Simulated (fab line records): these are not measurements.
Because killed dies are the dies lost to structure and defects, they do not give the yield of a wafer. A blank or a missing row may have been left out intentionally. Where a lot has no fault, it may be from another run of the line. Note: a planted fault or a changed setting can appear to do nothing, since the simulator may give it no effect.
Matching of chambers ; flow n5_finfet ; N5_GATE_CUT_STRIP_59 on rie_diel-01: 4 sister chambers
The step strips in N2/H2, time 20 s. 8 wafers are shown with their chamber, then 10 later ones without.

== WAFERS PAIRED WITH THEIR CHAMBERS ==
wafer;chamber;showerhead_plenum_p_Torr (Torr);drypump_motor_current_A (A)
L083.5;1;3.37;6.1
L085.2;1;3.37;6.1
L085.3;3;3.24;6.4
L088.2;2;3.51;5.5
L088.5;0;3.38;5.8
L088.6;3;3.24;6.5
L090.2;2;3.51;5.5
L090.3;0;3.37;5.7

== WAFERS MISSING THEIR CHAMBER ==
wafer;showerhead_plenum_p_Torr (Torr);drypump_motor_current_A (A)
L090.4;3.24;6.4
L093.1;3.23;6.5
L093.2;3.37;5.8
L093.4;3.51;5.5
L094.1;3.37;5.8
L094.2;3.51;5.5
L094.3;3.23;6.5
L097.1;3.23;6.4
L097.5;3.50;5.5
L097.6;3.36;6.0

== THE CHAMBER EACH PASSED THROUGH ==
wafer;from the rows above;in truth
L090.4;3;3
L093.1;3;3
L093.2;0;0
L093.4;2;2
L094.1;0;0
L094.2;2;2
L094.3;3;3
L097.1;3;3
L097.5;2;2
L097.6;1;1
10 of 10 placed correctly. Left unplaced by these rows: 0. 0 placed wrongly.
How it was worked out, from the rows above alone: a wafer's distance from a chamber is the root of the sum, over the readings, of the square of ((its reading less the chamber's mean) divided by the reading's scatter). If the next closest chamber is less than 2 further off than the closest, the wafer can't be placed; otherwise it belongs to the closest. The mean given for a chamber averages the wafers shown for that chamber. The scatter: take each reading less its chamber's mean, square it, sum over the shown wafers, divide by the number of wafers less the number of chambers, and take the root.
